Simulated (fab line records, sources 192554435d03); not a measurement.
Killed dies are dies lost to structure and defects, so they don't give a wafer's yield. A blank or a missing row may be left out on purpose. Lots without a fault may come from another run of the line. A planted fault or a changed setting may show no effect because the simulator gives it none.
Split-lot experiment | flow n5_finfet | 7 lots, 39 wafers read, on a route of 1938 steps

THE SPLIT
At N5_PASSIVATION_ETCH_15 (etches SiCN in CF4/N2, target depth 75 nm, time 81.2 s), the setting target_depth_a was moved away from the recipe's 750 angstrom on 15 of the 39 wafers read, by -32.7% to +56.7%. The other wafers ran this setting at the recipe's value.

The reading is taken at the split's own step.

THE READING
etch.depth_nm (the simulator's own value, which no gauge read), in nm, at N5_PASSIVATION_ETCH_15 (etches SiCN in CF4/N2, target depth 75 nm, time 81.2 s). The file gives no usual value for it. The 24 wafers here that ran the recipe average 65.14 nm, standard deviation 2.7 nm.

wafer  | tool, chamber at the split | target_depth_a as run, angstrom | against the recipe | etch.depth_nm, nm | against lot-mates on the recipe
L080.1 | rie_diel-04, 3             | 950.5                           | +26.7%             | 85.22             | +19.89
L080.2 | rie_diel-04, 0             | 750                             | recipe             | 65.3              | -
L080.3 | rie_diel-04, 1             | 750                             | recipe             | 67.99             | -
L080.4 | rie_diel-04, 2             | 750                             | recipe             | 62.7              | -
L080.5 | rie_diel-04, 2             | 950.5                           | +26.7%             | 78.21             | +12.88
L080.6 | rie_diel-04, 1             | 950.5                           | +26.7%             | 85.6              | +20.27
L079.1 | rie_diel-02, 0             | 978.5                           | +30.5%             | 83.94             | +20.68
L079.2 | rie_diel-02, 2             | 978.5                           | +30.5%             | 84.26             | +21.00
L079.3 | rie_diel-02, 1             | 978.5                           | +30.5%             | 80.23             | +16.97
L079.4 | rie_diel-02, 2             | 750                             | recipe             | 63.92             | -
L079.5 | rie_diel-02, 1             | 750                             | recipe             | 61.78             | -
L079.6 | rie_diel-02, 0             | 750                             | recipe             | 64.08             | -
L081.1 | rie_diel-06, 2             | 1175                            | +56.7%             | 105.7             | +38.40
L081.2 | rie_diel-06, 3             | 1175                            | +56.7%             | 101.6             | +34.30
L081.3 | rie_diel-06, 1             | 750                             | recipe             | 70.38             | -
L081.4 | rie_diel-06, 0             | 750                             | recipe             | 63.04             | -
L081.5 | rie_diel-06, 2             | 750                             | recipe             | 68.47             | -
L081.6 | rie_diel-06, 3             | 1175                            | +56.7%             | 101.3             | +34.00
L084.1 | rie_diel-04, 2             | 750                             | recipe             | 62.41             | -
L084.2 | rie_diel-04, 1             | 750                             | recipe             | 67.37             | -
L084.3 | rie_diel-04, 0             | 750                             | recipe             | 65.54             | -
L084.4 | rie_diel-04, 3             | 750                             | recipe             | 67.77             | -
L084.5 | rie_diel-04, 3             | 750                             | recipe             | 67.96             | -
L084.6 | rie_diel-04, 2             | 750                             | recipe             | 61.68             | -
L089.1 | rie_diel-06, 3             | 504.7                           | -32.7%             | 43.73             | -21.39
L089.2 | rie_diel-06, 2             | 750                             | recipe             | 67.74             | -
L089.3 | rie_diel-06, 0             | 504.7                           | -32.7%             | 42.17             | -22.95
L089.4 | rie_diel-06, 3             | 750                             | recipe             | 64.79             | -
L089.5 | rie_diel-06, 2             | 504.7                           | -32.7%             | 45.83             | -19.29
L089.6 | rie_diel-06, 0             | 750                             | recipe             | 62.82             | -
L090.1 | rie_diel-04, 2             | 750                             | recipe             | 61.49             | -
L090.2 | rie_diel-04, 0             | 750                             | recipe             | 65.09             | -
L090.3 | rie_diel-04, 1             | 750                             | recipe             | 66.52             | -
L095.1 | rie_diel-06, 2             | 1099                            | +46.5%             | 99.52             | +34.71
L095.2 | rie_diel-06, 3             | 1099                            | +46.5%             | 96.93             | +32.12
L095.3 | rie_diel-06, 0             | 750                             | recipe             | 62.48             | -
L095.4 | rie_diel-06, 1             | 750                             | recipe             | 69.92             | -
L095.5 | rie_diel-06, 0             | 750                             | recipe             | 62.02             | -
L095.6 | rie_diel-06, 3             | 1099                            | +46.5%             | 96.87             | +32.06

THE FIT
A straight line over all 39 wafers: etch.depth_nm changes by +0.664 nm for each +1% of target_depth_a; r = +0.99; the points scatter about the line by 2.7 nm.
The same after taking each lot's own level away (the mean of its wafers on the recipe; 39 wafers): +0.656 nm for each +1%; r = +0.99; scatter 2.6 nm.
On that fit, the largest move of target_depth_a shifts the reading by 37 nm.
The lots' own levels span 63.260 to 67.297 nm, that is 1.5 times the standard deviation above.
So the lot-to-lot level changes the slope little: the two slopes agree.
Check: with one of the wafers moved furthest among these (+56.7%) left out of the fit, the line predicts +37 nm for it against its lot-mates. It came out at +38.4 nm against them.

OTHER SPLITS ON THESE WAFERS
These wafers also went through other splits before the reading. Each is held against what the fit with the lots' levels taken away leaves over:
other split on the same wafers | wafers away from the commonest value | r with etch.depth_nm (lot level and that fit taken away)
N5_BEOL_M12_ILD_DEP_00 time_s  | 15                                   | -0.18
N5_BEOL_M14_ETCH_68 time_s     | 15                                   | -0.18

THE FILE'S OWN FIT
etch.depth_nm changes by +0.657 nm for each +1% of target_depth_a, r = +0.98.
